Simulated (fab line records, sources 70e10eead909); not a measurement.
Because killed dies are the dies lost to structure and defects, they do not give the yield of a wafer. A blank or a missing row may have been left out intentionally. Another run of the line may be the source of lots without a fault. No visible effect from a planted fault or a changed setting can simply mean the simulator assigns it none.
The tool behind it: which one?	flow nand-harc	24 lots with 72 wafers sampled at 6 steps, on a route of 1159 steps

## WHAT THE GAUGES READ, wafer by wafer
Not one reading of a measure or inspect step in the record can be checked against a usual standard deviation.

## WHAT TOOL EACH LOT RAN ON (gives the tool, then ch and the chambers of the sampled wafers, and finally the start)
lot	NHARC_A_STAIRCASE_ETCH_19	NHARC_A_STAIRCASE_TRIM_233	NHARC_A_STAIRCASE_STRIP_238	NHARC_A_STAIRCASE_STRIP_254	NHARC_A_STAIRCASE_DESCUM_312	NHARC_A_STAIRCASE_ETCH_313
L074	rie-diel-07 ch 0,2, day 10 21:03 or earlier	rie-diel-06 ch 0,2, day 10 21:03 or earlier	plasma-asher-01 ch 0,1, day 10 21:03	plasma-asher-02 ch 0,1, day 10 22:45	rie-diel-13 ch 0,1,2, day 11 08:34	rie-diel-13 ch 0,1,2, day 11 08:38
L076	rie-diel-07 ch 0,1,2, day 11 18:26 or earlier	rie-diel-13 ch 0,1, day 11 18:26 or earlier	plasma-asher-02 ch 0,1, day 11 18:26	plasma-asher-01 ch 0,1, day 11 20:08	rie-diel-13 ch 0,1,2, day 12 08:11	rie-diel-13 ch 0,3, day 12 08:17
L075	rie-diel-07 ch 0,1, day 11 16:45 or earlier	rie-diel-07 ch 1,3, day 11 16:45 or earlier	plasma-asher-01 ch 0, day 11 16:45	plasma-asher-01 ch 0,1, day 11 18:21	rie-diel-06 ch 0,2,3, day 12 04:02	rie-diel-06 ch 0,1,3, day 12 04:08
L079	rie-diel-06 ch 0,2,3, day 12 04:18 or earlier	rie-diel-07 ch 1,3, day 12 04:18 or earlier	plasma-asher-01 ch 0,1, day 12 04:18	plasma-asher-02 ch 0,1, day 12 05:59	rie-diel-07 ch 0,1,3, day 12 16:35	rie-diel-07 ch 0,1,2, day 12 16:41
L077	rie-diel-07 ch 0,2, day 12 04:54 or earlier	rie-diel-06 ch 1,3, day 12 04:54 or earlier	plasma-asher-01 ch 0,1, day 12 04:54	plasma-asher-02 ch 0,1, day 12 06:49	rie-diel-06 ch 1,3, day 12 17:13	rie-diel-06 ch 0,3, day 12 18:46
L078	rie-diel-13 ch 0,1,2, day 12 09:46 or earlier	rie-diel-06 ch 1,2,3, day 12 09:46 or earlier	plasma-asher-02 ch 0,1, day 12 09:46	plasma-asher-01 ch 0,1, day 12 11:57	rie-diel-06 ch 2,3, day 12 21:13	rie-diel-06 ch 2,3, day 12 21:21
L080	rie-diel-13 ch 0,2,3, day 12 20:47 or earlier	rie-diel-07 ch 0,2,3, day 12 20:47 or earlier	plasma-asher-02 ch 0,1, day 12 20:47	plasma-asher-02 ch 0,1, day 12 22:49	rie-diel-13 ch 0,1,2, day 13 11:25	rie-diel-13 ch 0,2,3, day 13 11:30
L082	rie-diel-06 ch 0,3, day 13 01:20 or earlier	rie-diel-06 ch 0,2,3, day 13 01:20 or earlier	plasma-asher-01 ch 0,1, day 13 01:20	plasma-asher-02 ch 0,1, day 13 03:02	rie-diel-13 ch 1,2, day 13 14:18	rie-diel-13 ch 0,1, day 13 14:23
L081	rie-diel-06 ch 1,3, day 13 03:17 or earlier	rie-diel-06 ch 0,3, day 13 03:17 or earlier	plasma-asher-01 ch 0,1, day 13 03:17	plasma-asher-01 ch 0,1, day 13 04:56	rie-diel-06 ch 0,2,3, day 13 21:12	rie-diel-06 ch 0,3, day 13 21:19
L083	rie-diel-07 ch 1,2,3, day 13 12:16 or earlier	rie-diel-06 ch 0,1,3, day 13 12:16 or earlier	plasma-asher-01 ch 0,1, day 13 12:16	plasma-asher-01 ch 0,1, day 13 13:50	rie-diel-13 ch 0,1,3, day 14 04:22	rie-diel-13 ch 0,2,3, day 14 04:27
L084	rie-diel-13 ch 0,1, day 13 12:48 or earlier	rie-diel-07 ch 0,2, day 13 12:48 or earlier	plasma-asher-02 ch 1, day 13 12:48	plasma-asher-01 ch 0,1, day 13 14:37	rie-diel-13 ch 0,3, day 14 04:52	rie-diel-13 ch 0,3, day 14 05:01
L087	rie-diel-06 ch 0,3, day 14 05:08 or earlier	rie-diel-06 ch 1,2,3, day 14 05:08 or earlier	plasma-asher-02 ch 0,1, day 14 05:08	plasma-asher-02 ch 0,1, day 14 06:51	rie-diel-07 ch 1,2, day 14 15:44	rie-diel-07 ch 0,1,3, day 14 15:51
L086	rie-diel-13 ch 0,1, day 14 08:38 or earlier	rie-diel-06 ch 0,2,3, day 14 08:38 or earlier	plasma-asher-01 ch 0,1, day 14 08:38	plasma-asher-01 ch 0,1, day 14 10:19	rie-diel-07 ch 0,3, day 14 19:23	rie-diel-07 ch 0,2,3, day 14 19:28
L085	rie-diel-13 ch 0,2, day 14 13:25 or earlier	rie-diel-13 ch 1,3, day 14 13:25 or earlier	plasma-asher-02 ch 0, day 14 13:25	plasma-asher-02 ch 0,1, day 14 15:06	rie-diel-06 ch 1,2, day 14 23:51	rie-diel-06 ch 0,2,3, day 14 23:59
L089	rie-diel-07 ch 1,2, day 15 00:10 or earlier	rie-diel-07 ch 0,1,2, day 15 00:10 or earlier	plasma-asher-01 ch 0,1, day 15 00:10	plasma-asher-02 ch 0,1, day 15 01:59	rie-diel-06 ch 2,3, day 15 14:10	rie-diel-06 ch 0,2,3, day 15 14:17
L088	rie-diel-07 ch 1,3, day 14 22:52 or earlier	rie-diel-06 ch 0,1, day 14 22:52 or earlier	plasma-asher-01 ch 0, day 14 22:52	plasma-asher-01 ch 0,1, day 15 00:27	rie-diel-06 ch 1,3, day 15 12:00	rie-diel-06 ch 1,3, day 15 12:06
L091	rie-diel-06 ch 0,1,3, day 15 01:46 or earlier	rie-diel-07 ch 0,1, day 15 01:46 or earlier	plasma-asher-01 ch 1, day 15 01:46	plasma-asher-02 ch 0,1, day 15 03:38	rie-diel-06 ch 0,1,2, day 15 15:52	rie-diel-06 ch 0,2,3, day 15 15:58
L090	rie-diel-07 ch 1,2,3, day 15 07:36 or earlier	rie-diel-07 ch 0,1,3, day 15 07:36 or earlier	plasma-asher-02 ch 0,1, day 15 07:36	plasma-asher-02 ch 0,1, day 15 09:07	rie-diel-13 ch 1,3, day 15 21:46	rie-diel-13 ch 0,1,3, day 15 21:52
L092	rie-diel-13 ch 0,1, day 15 11:01 or earlier	rie-diel-13 ch 0,1, day 15 11:01 or earlier	plasma-asher-02 ch 0,1, day 15 11:01	plasma-asher-01 ch 0,1, day 15 12:36	rie-diel-13 ch 0,1,3, day 16 01:23	rie-diel-13 ch 2,3, day 16 01:28
L093	rie-diel-07 ch 1,2,3, day 16 12:21 or earlier	rie-diel-13 ch 0,2,3, day 16 12:21 or earlier	plasma-asher-02 ch 0,1, day 16 12:21	plasma-asher-01 ch 0,1, day 16 14:02	rie-diel-13 ch 0,2, day 17 00:37	rie-diel-13 ch 1,3, day 17 00:46
L095	rie-diel-06 ch 0,2, day 16 11:07 or earlier	rie-diel-07 ch 0,2, day 16 11:07 or earlier	plasma-asher-01 ch 0,1, day 16 11:07	plasma-asher-02 ch 0,1, day 16 13:14	rie-diel-07 ch 1,3, day 17 00:28	rie-diel-07 ch 0,1,2, day 17 00:33
L094	rie-diel-07 ch 1,2,3, day 16 09:40 or earlier	rie-diel-13 ch 0,3, day 16 09:40 or earlier	plasma-asher-01 ch 0,1, day 16 09:40	plasma-asher-02 ch 0,1, day 16 11:16	rie-diel-07 ch 1,2,3, day 16 20:35	rie-diel-07 ch 0,1,2, day 16 20:44
L096	rie-diel-06 ch 0,1,2, day 16 17:40 or earlier	rie-diel-06 ch 0,1,2, day 16 17:40 or earlier	plasma-asher-01 ch 0,1, day 16 17:40	plasma-asher-01 ch 0,1, day 16 19:28	rie-diel-06 ch 1,3, day 17 05:16	rie-diel-06 ch 0,2,3, day 17 05:22
L097	rie-diel-07 ch 0,1,2, day 16 22:00 or earlier	rie-diel-06 ch 0,1, day 16 22:00 or earlier	plasma-asher-01 ch 0,1, day 16 22:00	plasma-asher-01 ch 0,1, day 16 23:55	rie-diel-07 ch 0,1,2, day 17 14:10	rie-diel-07 ch 2,3, day 17 14:14
- NHARC_A_STAIRCASE_ETCH_19: etches the open film in C4F8/O2, target depth 100 nm, time 40.5 s.
- NHARC_A_STAIRCASE_TRIM_233: chemistry O2, time 211.2 s.
- NHARC_A_STAIRCASE_STRIP_238: strips in O2.
- NHARC_A_STAIRCASE_STRIP_254: strips in O2.
- NHARC_A_STAIRCASE_DESCUM_312: chemistry O2, time 3 s.
- NHARC_A_STAIRCASE_ETCH_313: etches the open film in CF4/CHF3.

## AS READ BY THE TOOLS THEMSELVES (means over the sampled wafers that have a number; for cases with no such wafer, the mark the record gives instead)
NHARC_A_STAIRCASE_ETCH_19.
lot	tool	oes-product-au (a.u.)	rf-vpp-V (V)
L074	rie-diel-07	0.922	891
L076	rie-diel-07	0.931	903
L075	rie-diel-07	0.939	899
L079	rie-diel-06	0.944	901
L077	rie-diel-07	0.933	905
L078	rie-diel-13	0.931	892
L080	rie-diel-13	0.938	890
L082	rie-diel-06	0.927	900
L081	rie-diel-06	0.921	899
L083	rie-diel-07	0.937	901
L084	rie-diel-13	0.918	899
L087	rie-diel-06	0.937	900
L086	rie-diel-13	0.922	903
L085	rie-diel-13	0.937	903
L089	rie-diel-07	0.918	900
L088	rie-diel-07	0.935	898
L091	rie-diel-06	0.944	896
L090	rie-diel-07	0.941	901
L092	rie-diel-13	0.932	900
L093	rie-diel-07	0.939	899
L095	rie-diel-06	0.954	900
L094	rie-diel-07	0.945	899
L096	rie-diel-06	0.934	897
L097	rie-diel-07	0.934	902

NHARC_A_STAIRCASE_TRIM_233.
lot	tool	drypump-motor-current-A (A)	oes-product-au (a.u.)	rf-vpp-V (V)	showerhead-plenum-p-Torr (Torr)	throttle-valve-pct (%)
L074	rie-diel-06	5.6	0.994	58.1	3.68	17.041
L076	rie-diel-13	6.0	0.997	57.5	3.36	17.041
L075	rie-diel-07	5.8	0.996	57.5	3.58	17.032
L079	rie-diel-07	5.8	1.005	58.3	3.59	17.038
L077	rie-diel-06	5.1	0.983	58.0	3.61	17.030
L078	rie-diel-06	5.3	0.993	57.9	3.61	17.043
L080	rie-diel-07	5.8	0.992	58.7	3.70	17.037
L082	rie-diel-06	5.3	1.001	58.2	3.66	17.035
L081	rie-diel-06	5.3	1.003	57.7	3.63	17.041
L083	rie-diel-06	5.4	0.995	58.5	3.57	17.042
L084	rie-diel-07	6.0	0.987	58.8	3.76	17.042
L087	rie-diel-06	5.3	0.996	57.1	3.61	17.030
L086	rie-diel-06	5.3	1.002	58.6	3.66	17.032
L085	rie-diel-13	5.9	0.990	57.3	3.44	17.026
L089	rie-diel-07	5.8	0.995	58.5	3.68	17.041
L088	rie-diel-06	5.7	0.999	57.6	3.54	17.042
L091	rie-diel-07	5.7	0.996	57.8	3.60	17.044
L090	rie-diel-07	5.7	1.009	57.7	3.61	17.037
L092	rie-diel-13	6.0	0.990	58.5	3.70	17.035
L093	rie-diel-13	5.6	0.995	57.4	3.51	17.042
L095	rie-diel-07	5.6	1.000	58.5	3.72	17.037
L094	rie-diel-13	5.8	0.991	58.4	3.62	17.041
L096	rie-diel-06	5.6	0.990	56.8	3.56	17.033
L097	rie-diel-06	5.6	0.991	58.5	3.53	17.043

NHARC_A_STAIRCASE_STRIP_238.
lot	tool	drypump-motor-current-A (A)	heater-power-w (W)
L074	plasma-asher-01	5.9	371
L076	plasma-asher-02	5.4	343
L075	plasma-asher-01	5.9	403
L079	plasma-asher-01	6.0	379
L077	plasma-asher-01	6.0	345
L078	plasma-asher-02	5.4	358
L080	plasma-asher-02	5.4	351
L082	plasma-asher-01	6.1	341
L081	plasma-asher-01	5.9	363
L083	plasma-asher-01	6.0	336
L084	plasma-asher-02	5.5	374
L087	plasma-asher-02	5.4	343
L086	plasma-asher-01	6.0	358
L085	plasma-asher-02	5.3	327
L089	plasma-asher-01	6.0	343
L088	plasma-asher-01	5.9	381
L091	plasma-asher-01	6.1	326
L090	plasma-asher-02	5.4	360
L092	plasma-asher-02	5.4	344
L093	plasma-asher-02	5.4	347
L095	plasma-asher-01	6.0	346
L094	plasma-asher-01	6.0	338
L096	plasma-asher-01	6.0	362
L097	plasma-asher-01	6.0	340

NHARC_A_STAIRCASE_STRIP_254.
lot	tool	drypump-motor-current-A (A)	heater-power-w (W)
L074	plasma-asher-02	5.4	364
L076	plasma-asher-01	5.9	373
L075	plasma-asher-01	6.0	350
L079	plasma-asher-02	5.4	344
L077	plasma-asher-02	5.3	348
L078	plasma-asher-01	6.0	371
L080	plasma-asher-02	5.4	357
L082	plasma-asher-02	5.4	339
L081	plasma-asher-01	6.0	341
L083	plasma-asher-01	6.0	357
L084	plasma-asher-01	6.0	360
L087	plasma-asher-02	5.3	345
L086	plasma-asher-01	6.0	337
L085	plasma-asher-02	5.3	344
L089	plasma-asher-02	5.4	353
L088	plasma-asher-01	6.1	344
L091	plasma-asher-02	5.4	355
L090	plasma-asher-02	5.4	346
L092	plasma-asher-01	6.0	342
L093	plasma-asher-01	6.0	363
L095	plasma-asher-02	5.3	341
L094	plasma-asher-02	5.4	344
L096	plasma-asher-01	6.0	338
L097	plasma-asher-01	6.0	343

NHARC_A_STAIRCASE_DESCUM_312.
lot	tool	drypump-motor-current-A (A)	oes-product-au (a.u.)	rf-vpp-V (V)	showerhead-plenum-p-Torr (Torr)	throttle-valve-pct (%)
L074	rie-diel-13	5.8	0.991	57.6	1.86	11.297
L076	rie-diel-13	5.8	0.993	57.4	1.85	11.314
L075	rie-diel-06	5.3	1.004	58.4	2.00	11.309
L079	rie-diel-07	5.7	0.997	57.6	1.97	11.311
L077	rie-diel-06	5.1	0.982	57.8	1.95	11.306
L078	rie-diel-06	5.3	1.008	57.0	2.01	11.318
L080	rie-diel-13	5.8	0.987	59.2	1.95	11.312
L082	rie-diel-13	5.9	0.987	57.7	1.90	11.315
L081	rie-diel-06	5.3	0.998	58.1	1.99	11.302
L083	rie-diel-13	5.8	0.992	58.4	1.92	11.304
L084	rie-diel-13	5.8	0.986	57.6	1.97	11.309
L087	rie-diel-07	6.0	0.993	57.9	1.98	11.314
L086	rie-diel-07	5.4	1.010	58.9	1.99	11.318
L085	rie-diel-06	5.6	0.995	57.8	1.91	11.313
L089	rie-diel-06	5.0	0.998	57.6	2.00	11.311
L088	rie-diel-06	5.4	0.979	58.1	1.91	11.311
L091	rie-diel-06	5.6	0.994	57.7	1.94	11.307
L090	rie-diel-13	5.7	0.992	57.2	1.82	11.328
L092	rie-diel-13	5.8	0.986	58.5	1.91	11.309
L093	rie-diel-13	5.5	0.998	57.9	1.93	11.316
L095	rie-diel-07	5.8	1.006	59.0	1.93	11.314
L094	rie-diel-07	6.0	0.996	57.6	1.97	11.308
L096	rie-diel-06	5.1	0.985	57.1	1.94	11.316
L097	rie-diel-07	5.8	0.988	58.7	2.00	11.314

NHARC_A_STAIRCASE_ETCH_313.
lot	tool	drypump-motor-current-A (A)	oes-product-au (a.u.)	rf-vpp-V (V)	showerhead-plenum-p-Torr (Torr)	throttle-valve-pct (%)
L074	rie-diel-13	5.8	0.952	369.2	1.53	16.791
L076	rie-diel-13	5.6	0.956	367.2	1.47	16.801
L075	rie-diel-06	5.3	0.913	372.0	1.60	16.802
L079	rie-diel-07	5.8	0.943	373.7	1.65	16.793
L077	rie-diel-06	5.3	0.920	372.1	1.62	16.816
L078	rie-diel-06	5.3	0.936	372.9	1.65	16.808
L080	rie-diel-13	5.6	0.968	370.6	1.57	16.805
L082	rie-diel-13	6.0	0.916	372.6	1.66	16.798
L081	rie-diel-06	5.3	0.922	372.9	1.61	16.808
L083	rie-diel-13	5.6	0.935	369.9	1.57	16.798
L084	rie-diel-13	5.8	0.914	373.4	1.62	16.805
L087	rie-diel-07	5.6	0.924	371.9	1.61	16.803
L086	rie-diel-07	5.8	0.969	373.3	1.65	16.804
L085	rie-diel-06	5.3	0.922	372.8	1.63	16.807
L089	rie-diel-06	5.3	0.928	371.8	1.63	16.808
L088	rie-diel-06	5.1	0.921	371.5	1.60	16.805
L091	rie-diel-06	5.3	0.935	372.0	1.63	16.810
L090	rie-diel-13	5.8	0.916	370.5	1.57	16.796
L092	rie-diel-13	5.4	0.911	368.3	1.49	16.801
L093	rie-diel-13	5.7	0.928	367.6	1.49	16.792
L095	rie-diel-07	5.8	0.922	372.5	1.64	16.803
L094	rie-diel-07	5.8	0.922	372.7	1.64	16.802
L096	rie-diel-06	5.3	0.923	372.5	1.62	16.796
L097	rie-diel-07	6.1	0.921	373.2	1.65	16.805

## THE ANSWER, worked out from the rows above alone
Rule: usual is defined by the lots themselves. The widest of any qualifying gaps counts: lots, ordered by their means at a reading, are off when they make up no more than a third of the lots, leave a main group of 4 or more, and stand apart from it by 3 or more times the standard deviation of that group's means. If all means in a main group match to the digits the tables above print for the reading, that group is not used. A lot without any number at a reading at which 4 lots or more have one is off too. The other lots that the step has rows for count as sound. The gauges are gone through in route order, then the tools' own readings, and for those a lot's mean is taken as printed above. At the first step where some lot is off, the reading lying furthest off is the one used; lots without a number count as furthest.
Across all readings shown, no lot is off: no conclusion can be drawn from this.

## WHAT HAD BEEN PUT IN BY THE SIMULATOR
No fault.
